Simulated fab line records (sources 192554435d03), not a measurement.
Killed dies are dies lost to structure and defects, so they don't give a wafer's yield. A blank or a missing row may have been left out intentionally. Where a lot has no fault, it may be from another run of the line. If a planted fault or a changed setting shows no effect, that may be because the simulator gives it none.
fab line records ; flow n5-finfet
[record] lots = 11; wafers = 31; last-day = 18
route steps=1938 shown BEOL_M1@810 BEOL_M4@1111 PASSIVATION@1936
lots that met no fault: taken from a fault-free run of the same line
start-h: hours from the record's first day to the start of the lot's first wafer shown ; wait-h: hours from the lot's prior step to this one ; " unchanged from the row above ; L1.1+2: one row covering several wafers at once ; - value missing, or start not given ; * or withheld: withheld ; < > ~ a bound
route shown NAME@n: names a module that has steps shown in the file, with the first one's number in the route ; usual: mean/standard deviation taken from wafers without a fault ; same: alike in all rows ; chamber/n: place in a boat ; sites: the reading at each site ; _std_site: the values' standard deviation ; _edge_site: outer sites' mean less inner sites' ; radius-mm: how far each site lies from the wafer's centre ; mask NAME#n: copy n ; behind: tool/chamber where the wafer was last shaped ; hold: reason for holding the lot/hours on hold/outcome of the hold ; device: the transistor (n, p or np) that didn't switch ; end of line: the tests these same wafers got at the end of their route ; where a step has no rows: the recipe by itself ; killed: the dies lost at the first sort to structure and to defects; this is not the yield of the wafer ; map: dies across one wafer; x = killed, . = not, _ = none there
set.NAME: the run value of the setting; set.NAME@STEP: its run value at that earlier step ; model.NAME: the simulator's own value behind a step, which no gauge read
route steps across a sampled set of lots; one table per step, one row per wafer
services: the hour from which a tool's chamber was out of use, counted from the record's first day as start-h (under 0 if before that day), plus the number of hours and why
[[steps]]
[step N5_BEOL_M1_PRE_CLEAN_45]
[recipe] gas = H2/He; time-s = 30; temp-c = 250
[usual] heater-power-w = 328/22
lot.wafer;tool;chamber;start-h;wait-h;heater-power-w
L358.1;pvd-sputter-03;-;140.56;0.0;314
L358.2;pvd-sputter-03;-;140.56;0.0;310
L358.4;pvd-sputter-03;-;140.56;0.0;350
L360.2;pvd-sputter-03;-;141.18;0.0;315
L360.5;pvd-sputter-03;-;141.18;0.0;313
L360.6;pvd-sputter-03;-;141.18;0.0;343
L362.3;pvd-sputter-02;-;155.20;0.0;335
L362.4;pvd-sputter-02;-;155.20;0.0;376
L362.6;pvd-sputter-02;-;155.20;0.0;363
L363.1;pvd-sputter-01;-;157.77;0.0;312
L363.3;pvd-sputter-01;-;157.77;0.0;333
L363.4;pvd-sputter-01;-;157.77;0.0;309
L364.2;pvd-sputter-01;-;168.55;0.0;331
L364.3;pvd-sputter-01;-;168.55;0.0;309
L364.5;pvd-sputter-01;-;168.55;0.0;303
L366.5;pvd-sputter-03;-;182.32;0.0;355
L366.6;pvd-sputter-03;-;182.32;0.0;348
L371.1;pvd-sputter-03;-;219.94;0.0;352
L371.2;pvd-sputter-03;-;219.94;0.0;314
L371.3;pvd-sputter-03;-;219.94;0.0;312
L370.2;pvd-sputter-01;-;220.00;0.0;304
L370.3;pvd-sputter-01;-;220.00;0.0;307
L370.6;pvd-sputter-01;-;220.00;0.0;300
L374.1;pvd-sputter-01;-;237.01;0.0;333
L374.2;pvd-sputter-01;-;237.01;0.0;310
L374.4;pvd-sputter-01;-;237.01;0.0;299
L375.1;pvd-sputter-02;-;246.63;0.0;364
L375.3;pvd-sputter-02;-;246.63;0.0;359
L375.4;pvd-sputter-02;-;246.63;0.0;322
L380.2;pvd-sputter-03;-;269.23;0.0;347
L380.4;pvd-sputter-03;-;269.23;0.0;319
[step N5_BEOL_M1_SURFACE_TREAT_85]
[recipe] gas = Ar; time-s = *; ion-energy-ev = *; ion-current-ma-cm2 = 0.5; pressure-mtorr = *; ar-flow-sccm = 30
[usual] throttle-valve-pct = *
lot.wafer;tool;chamber;start-h;wait-h;throttle-valve-pct
L358.1;pvd-sputter-01;-;140.95;0.1;*
L358.2;pvd-sputter-01;-;140.95;0.1;*
L358.4;pvd-sputter-01;-;140.95;0.1;*
L360.2;pvd-sputter-02;-;142.02;0.6;*
L360.5;pvd-sputter-02;-;142.02;0.6;*
L360.6;pvd-sputter-02;-;142.02;0.6;*
L362.3;pvd-sputter-01;-;156.97;1.5;*
L362.4;pvd-sputter-01;-;156.97;1.5;*
L362.6;pvd-sputter-01;-;156.97;1.5;*
L363.1;pvd-sputter-02;-;158.07;0.1;*
L363.3;pvd-sputter-02;-;158.07;0.1;*
L363.4;pvd-sputter-02;-;158.07;0.1;*
L364.2;pvd-sputter-01;-;168.92;0.1;*
L364.3;pvd-sputter-01;-;168.92;0.1;*
L364.5;pvd-sputter-01;-;168.92;0.1;*
L366.5;pvd-sputter-02;-;182.81;0.1;*
L366.6;pvd-sputter-02;-;182.81;0.1;*
L371.1;pvd-sputter-01;-;220.24;0.1;*
L371.2;pvd-sputter-01;-;220.24;0.1;*
L371.3;pvd-sputter-01;-;220.24;0.1;*
L370.2;pvd-sputter-01;-;220.46;0.2;*
L370.3;pvd-sputter-01;-;220.46;0.2;*
L370.6;pvd-sputter-01;-;220.46;0.2;*
L374.1;pvd-sputter-01;-;237.55;0.4;*
L374.2;pvd-sputter-01;-;237.55;0.4;*
L374.4;pvd-sputter-01;-;237.55;0.4;*
L375.1;pvd-sputter-03;-;246.93;0.1;*
L375.3;pvd-sputter-03;-;246.93;0.1;*
L375.4;pvd-sputter-03;-;246.93;0.1;*
L380.2;pvd-sputter-03;-;269.80;0.4;*
L380.4;pvd-sputter-03;-;269.80;0.4;*
[step N5_BEOL_M1_SPUTTER_86]
[recipe] material = Cu; target-thk-a = 45; temp-c = -20; chamber-pressure-pa = 0.07; power-w = withheld; time-s = 8.29
[usual] chamber-pressure-pa = 0.07001/0.00015; chuck-gas-flow-sccm = 1.26/0.056; throttle-valve-pct = 30.3/0.98
lot.wafer;tool;chamber;start-h;wait-h;chamber-pressure-pa;chuck-gas-flow-sccm;throttle-valve-pct
L358.1;pvd-sputter-01;-;141.93;0.1;0.0701;1.27;31.8
L358.2;pvd-sputter-01;-;141.93;0.1;0.0699;1.38;30.6
L358.4;pvd-sputter-01;-;141.93;0.1;0.06982;1.31;30.5
L360.2;pvd-sputter-02;-;143.69;0.1;0.07014;1.22;29.5
L360.5;pvd-sputter-02;-;143.69;0.1;0.06997;1.21;29.7
L360.6;pvd-sputter-02;-;143.69;0.1;0.07006;1.27;29.7
L362.3;pvd-sputter-03;-;158.02;0.1;0.07002;1.22;29.6
L362.4;pvd-sputter-03;-;158.02;0.1;0.07017;1.23;30.5
L362.6;pvd-sputter-03;-;158.02;0.1;0.06992;1.15;31.5
L363.1;pvd-sputter-02;-;158.95;0.1;0.06987;1.27;30.0
L363.3;pvd-sputter-02;-;158.95;0.1;0.07031;1.27;30.1
L363.4;pvd-sputter-02;-;158.95;0.1;0.07019;1.37;29.6
L364.2;pvd-sputter-01;-;169.82;0.1;0.07004;1.15;31.8
L364.3;pvd-sputter-01;-;169.82;0.1;0.06985;1.21;30.4
L364.5;pvd-sputter-01;-;169.82;0.1;0.06986;1.32;30.6
L366.5;pvd-sputter-02;-;183.79;0.0;0.06985;1.24;29.6
L366.6;pvd-sputter-02;-;183.79;0.0;0.0699;1.35;31.7
L371.1;pvd-sputter-01;-;221.19;0.1;0.06978;1.26;30.2
L371.2;pvd-sputter-01;-;221.19;0.1;0.07013;1.34;28.8
L371.3;pvd-sputter-01;-;221.19;0.1;0.07017;1.20;30.7
L370.2;pvd-sputter-01;-;223.03;0.1;0.06989;1.26;31.7
L370.3;pvd-sputter-01;-;223.03;0.1;0.07023;1.31;30.4
L370.6;pvd-sputter-01;-;223.03;0.1;0.06979;1.22;31.6
L374.1;pvd-sputter-01;-;238.43;0.1;-;-;-
L374.2;pvd-sputter-01;-;238.43;0.1;-;-;-
L374.4;pvd-sputter-01;-;238.43;0.1;-;-;-
L375.1;pvd-sputter-03;-;247.95;0.1;-;-;-
L375.3;pvd-sputter-03;-;247.95;0.1;-;-;-
L375.4;pvd-sputter-03;-;247.95;0.1;-;-;-
L380.2;pvd-sputter-01;-;271.08;0.1;0.07008;1.28;28.8
L380.4;pvd-sputter-01;-;271.08;0.1;0.07005;1.35;31.7
[step N5_BEOL_M1_SPUTTER_94]
[recipe] material = Cu; target-thk-a = 45; temp-c = -20; chamber-pressure-pa = 0.07; power-w = withheld; time-s = 8.29
[usual] chamber-pressure-pa = 0.06999/0.00015; chuck-gas-flow-sccm = 1.27/0.053; throttle-valve-pct = 30.3/0.99
lot.wafer;tool;chamber;start-h;wait-h;chamber-pressure-pa;chuck-gas-flow-sccm;throttle-valve-pct
L358.1;pvd-sputter-01;-;142.81;0.1;0.0699;1.28;31.8
L358.2;pvd-sputter-01;-;142.81;0.1;0.06968;1.33;30.8
L358.4;pvd-sputter-01;-;142.81;0.1;0.07004;1.36;30.2
L360.2;pvd-sputter-02;-;144.57;0.1;0.07002;1.28;29.4
L360.5;pvd-sputter-02;-;144.57;0.1;0.06984;1.21;30.0
L360.6;pvd-sputter-02;-;144.57;0.1;0.07006;1.27;29.2
L362.3;pvd-sputter-03;-;158.90;0.1;0.06987;1.20;29.6
L362.4;pvd-sputter-03;-;158.90;0.1;0.07006;1.31;30.6
L362.6;pvd-sputter-03;-;158.90;0.1;0.07005;1.30;31.5
L363.1;pvd-sputter-02;-;159.83;0.1;0.07011;1.35;30.0
L363.3;pvd-sputter-02;-;159.83;0.1;0.06994;1.21;29.8
L363.4;pvd-sputter-02;-;159.83;0.1;0.06996;1.33;29.6
L364.2;pvd-sputter-01;-;170.70;0.1;0.06997;1.34;31.7
L364.3;pvd-sputter-01;-;170.70;0.1;0.07011;1.31;30.7
L364.5;pvd-sputter-01;-;170.70;0.1;0.07012;1.32;30.3
L366.5;pvd-sputter-02;-;184.67;0.0;0.06993;1.27;29.6
L366.6;pvd-sputter-02;-;184.67;0.0;0.07003;1.13;32.0
L371.1;pvd-sputter-01;-;222.07;0.1;0.06997;1.23;30.2
L371.2;pvd-sputter-01;-;222.07;0.1;0.06994;1.22;28.7
L371.3;pvd-sputter-01;-;222.07;0.1;0.06983;1.22;30.6
L370.2;pvd-sputter-01;-;223.91;0.1;0.06999;1.20;31.7
L370.3;pvd-sputter-01;-;223.91;0.1;0.06993;1.24;30.4
L370.6;pvd-sputter-01;-;223.91;0.1;0.07018;1.25;31.6
L374.1;pvd-sputter-01;-;239.31;0.1;0.06994;1.29;30.3
L374.2;pvd-sputter-01;-;239.31;0.1;0.07003;1.29;30.7
L374.4;pvd-sputter-01;-;239.31;0.1;0.06991;1.30;28.8
L375.1;pvd-sputter-03;-;248.83;0.1;0.06995;1.26;29.9
L375.3;pvd-sputter-03;-;248.83;0.1;0.07014;1.29;30.7
L375.4;pvd-sputter-03;-;248.83;0.1;0.06981;1.33;31.4
L380.2;pvd-sputter-01;-;271.96;0.1;0.0701;1.24;28.6
L380.4;pvd-sputter-01;-;271.96;0.1;0.06997;1.29;31.9
[step N5_BEOL_M4_RC_MEAS_101]
[usual] DIBL_N = 36.1/2; DIBL_P = 36.3/2.5; IOFF_N = 0.16/0.037; IOFF_P = 0.21/0.039; ION_N = 678/15; ION_P = 465/8.7; SS_N = 71.4/0.7; SS_P = 73.3/0.74; VT_N = 249/3.6; VT_P = -250.0/2.9
lot.wafer;tool;chamber;start-h;wait-h;DIBL_N[mV/V];DIBL_P[mV/V];IOFF_N[nA/um];IOFF_P[nA/um];ION_N[uA/um];ION_P[uA/um];SS_N[mV/dec];SS_P[mV/dec];VT_N[mV];VT_P[mV]
L358.1;prober-02;0;178.41;0.0;38.3;39.1;0.24;0.29;711;482;71.9;73.6;241;-245.8
L358.2;prober-02;0;178.41;0.0;35.3;35.5;0.16;0.22;670;465;71.7;71.8;249;-248.4
L358.4;prober-02;0;178.41;0.0;35.2;36.0;0.16;0.23;671;465;71.8;72.8;245;-249.0
L360.2;prober-02;0;181.22;0.2;33.3;30.4;0.09;0.15;643;452;70.6;72.3;257;-252.8
L360.5;prober-02;0;181.22;0.2;36.9;35.9;0.14;0.21;684;470;71.0;72.7;250;-250.1
L360.6;prober-02;0;181.22;0.2;33.6;30.2;0.09;0.14;642;443;70.6;71.8;258;-255.9
L362.3;prober-02;0;198.11;0.3;36.2;37.4;0.16;0.21;679;463;71.7;73.2;249;-253.5
L362.4;prober-02;0;198.11;0.3;34.6;35.8;0.13;0.18;671;466;71.1;72.5;256;-253.8
L362.6;prober-02;0;198.11;0.3;37.3;39.0;0.19;0.23;688;467;72.2;74.0;250;-251.7
L363.1;prober-01;0;198.46;0.1;34.8;35.2;0.14;0.18;687;470;71.5;72.7;251;-250.1
L363.3;prober-01;0;198.46;0.1;34.5;35.1;0.13;0.17;670;459;71.3;73.1;251;-251.9
L363.4;prober-01;0;198.46;0.1;38.4;40.7;0.21;0.27;687;472;72.4;74.3;244;-245.6
L364.2;prober-02;0;199.78;0.2;32.3;30.4;0.09;0.14;653;459;70.1;71.2;257;-253.7
L364.3;prober-02;0;199.78;0.2;34.5;33.9;0.12;0.18;666;465;71.4;73.0;251;-250.1
L364.5;prober-02;0;199.78;0.2;37.8;38.5;0.17;0.25;672;467;71.9;73.8;248;-247.8
L366.5;prober-01;0;234.30;0.6;33.9;33.0;0.12;0.17;663;464;71.1;72.9;255;-251.0
L366.6;prober-01;0;234.30;0.6;37.4;38.3;0.17;0.26;678;469;71.9;74.4;249;-245.3
L371.1;prober-01;0;268.83;0.0;38.4;37.4;0.20;0.24;668;460;72.1;74.1;250;-247.2
L371.2;prober-01;0;268.83;0.0;33.5;33.7;0.13;0.19;669;463;70.5;73.0;251;-248.7
L371.3;prober-01;0;268.83;0.0;37.6;38.1;0.20;0.26;702;478;71.5;74.3;245;-247.0
L370.2;prober-02;0;275.26;0.2;38.2;39.3;0.20;0.22;691;468;72.0;73.3;247;-249.6
L370.3;prober-02;0;275.26;0.2;39.7;41.3;0.26;0.26;715;482;72.2;74.2;241;-246.2
L370.6;prober-02;0;275.26;0.2;39.1;40.2;0.21;0.24;680;459;72.0;74.2;245;-248.8
L374.1;prober-02;0;299.15;0.0;35.3;36.6;0.15;0.21;654;456;71.2;73.1;252;-249.0
L374.2;prober-02;0;299.15;0.0;33.8;34.2;0.13;0.19;668;469;69.8;71.9;254;-251.1
L374.4;prober-02;0;299.15;0.0;34.1;34.7;0.14;0.19;674;473;70.5;71.9;251;-250.6
L375.1;prober-02;0;301.42;0.0;39.2;39.4;0.21;0.26;694;476;72.5;73.8;247;-247.5
L375.3;prober-02;0;301.42;0.0;35.9;35.9;0.14;0.21;666;457;71.6;73.8;250;-254.1
L375.4;prober-02;0;301.42;0.0;37.1;37.4;0.18;0.23;698;464;71.7;73.4;248;-250.2
L380.2;prober-02;0;313.26;0.2;34.2;34.1;0.13;0.18;676;466;70.1;73.3;251;-251.3
L380.4;prober-02;0;313.26;0.2;36.9;37.5;0.16;0.23;672;468;71.6;74.1;251;-249.1
[step N5_PASSIVATION_PROBE_49]
[usual] defect-limited-yield = 91.1/1.3; killed_at_M0_to_M3 = 32/9.7; killed_at_M4_up = 16/6; killed-at-contacts = 12/5.9; killed-at-front-end = 41/11; killed-at-other = 4/3.1; killed-dies = 104/16; killed-open = 68/12; killed-short = 34/7.4; sort_bin_5_function = 5.1/0.85; sort_bin_6_memory = 3.3/0.66; sort_bin_8_speed = 0.1/0.53; sort-n-pass = 1075/16; sort-yield-pct = 91.1/1.4
[same] gross-dies = 1180; killed-at-back-side = 0; sort_bin_4_leakage[%] = 0
lot.wafer;tool;chamber;start-h;wait-h;defect-limited-yield[%];killed_at_M0_to_M3;killed_at_M4_up;killed-at-contacts;killed-at-front-end;killed-at-other;killed-dies;killed-open;killed-short;sort_bin_5_function[%];sort_bin_6_memory[%];sort_bin_8_speed[%];sort-n-pass;sort-yield-pct[%]
L374.1;prober-01;-;399.94;0.0;92.9;20;22;7;35;0;84;54;27;4.8;2.2;0;1096;92.9
L374.2;prober-01;-;399.99;0.1;90.6;30;17;11;49;4;111;61;36;4.0;4.2;0;1069;90.6
L374.4;prober-01;-;400.09;0.2;93.6;23;13;5;31;3;75;41;26;4.0;2.4;0;1105;93.6
L375.1;prober-01;-;412.94;0.0;90.7;34;9;9;55;3;110;58;38;4.7;3.6;0;1070;90.7
L375.3;prober-01;-;413.04;0.1;88.0;52;6;16;66;2;142;86;51;6.9;4.8;0;1038;88.0
L375.4;prober-01;-;413.09;0.2;90.6;40;14;11;42;4;111;67;30;4.7;3.6;0;1069;90.6
// killed by level:class
L374.1 BEOL_M3:geometric-particle:open=7 FIN_SAQP:geometric-particle:short=6 BEOL_M4:geometric-particle:open=6 DUMMY_GATE:geometric-particle:open=5 MOL_CONTACT_COAG:geometric-particle:open=5 BEOL_M2:geometric-particle:open=5 STARTING-WAFER:geometric-particle:open=5 GATE_CUT:geometric-particle:short=4
L374.2 STI_FIN_REVEAL:geometric-particle:open=12 HKMG_FIN:area-etch=10 BEOL_M4:geometric-particle:open=8 MOL_CONTACT_COAG:geometric-particle:open=7 BEOL_M0_SAQP:geometric-particle:open=7 DUMMY_GATE:geometric-particle:open=6 BEOL_M3:geometric-particle:open=5 STI_FIN_REVEAL:geometric-particle:short=4
L374.4 FIN_SAQP:geometric-particle:short=9 DUMMY_GATE:geometric-particle:open=7 BEOL_M1:interface-void-opened=7 MOL_CONTACT_COAG:geometric-particle:open=4 BEOL_M3:geometric-particle:open=4 GATE_CUT:geometric-particle:short=3 BEOL_M1:geometric-particle:open=3 BEOL_M3:geometric-particle:short=3
L375.1 HKMG_FIN:area-etch=10 FIN_SAQP:geometric-particle:short=9 STI_FIN_REVEAL:geometric-particle:open=9 BEOL_M3:geometric-particle:open=9 MOL_CONTACT_COAG:geometric-particle:open=6 ILD0:geometric-particle:short=5 BEOL_M1:geometric-particle:open=5 STI_FIN_REVEAL:geometric-particle:short=4
L375.3 FIN_SAQP:geometric-particle:open=20 FIN_SAQP:geometric-particle:short=18 BEOL_M3:geometric-particle:open=17 MOL_CONTACT_COAG:geometric-particle:open=15 DUMMY_GATE:geometric-particle:open=8 BEOL_M0_SAQP:geometric-particle:short=7 ILD0:geometric-particle:short=7 BEOL_M3:geometric-particle:short=5
L375.4 MOL_CONTACT_COAG:geometric-particle:open=10 BEOL_M1:geometric-particle:open=10 HKMG_FIN:area-etch=10 FIN_SAQP:geometric-particle:open=7 DUMMY_GATE:geometric-particle:open=7 BEOL_M3:geometric-particle:open=7 BEOL_M0_SAQP:geometric-particle:short=6 STI_FIN_REVEAL:geometric-particle:open=3
[[services]]
tool;chamber;start-h;hours;kind
pvd-sputter-01;-;118.52;3.9;repair
[[key]]
[first-sign] step = N5_BEOL_M1_SPUTTER_86; reading = tool-record; direction = missing
effect none on later readings
met-at N5_BEOL_M1_SPUTTER_86
struck-lots L374,L375
[baseline-loss] step = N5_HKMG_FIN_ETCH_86; wafers = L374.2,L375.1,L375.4
not-acting-at N5_BEOL_M1_PRE_CLEAN_45,N5_BEOL_M1_SURFACE_TREAT_85,N5_BEOL_M1_SPUTTER_94
onset-between 223.03 238.43
[fault] kind = skipped-step-whole; tool = pvd-sputter-01,pvd-sputter-03; chamber = -; onset-h = 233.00; steps = N5_BEOL_M1_SPUTTER_86; scope = struck-lots-only
// baseline-loss: these wafers lose ten dies or more at that step, a loss of the line's own and not of a fault; the sort's usual values leave them out
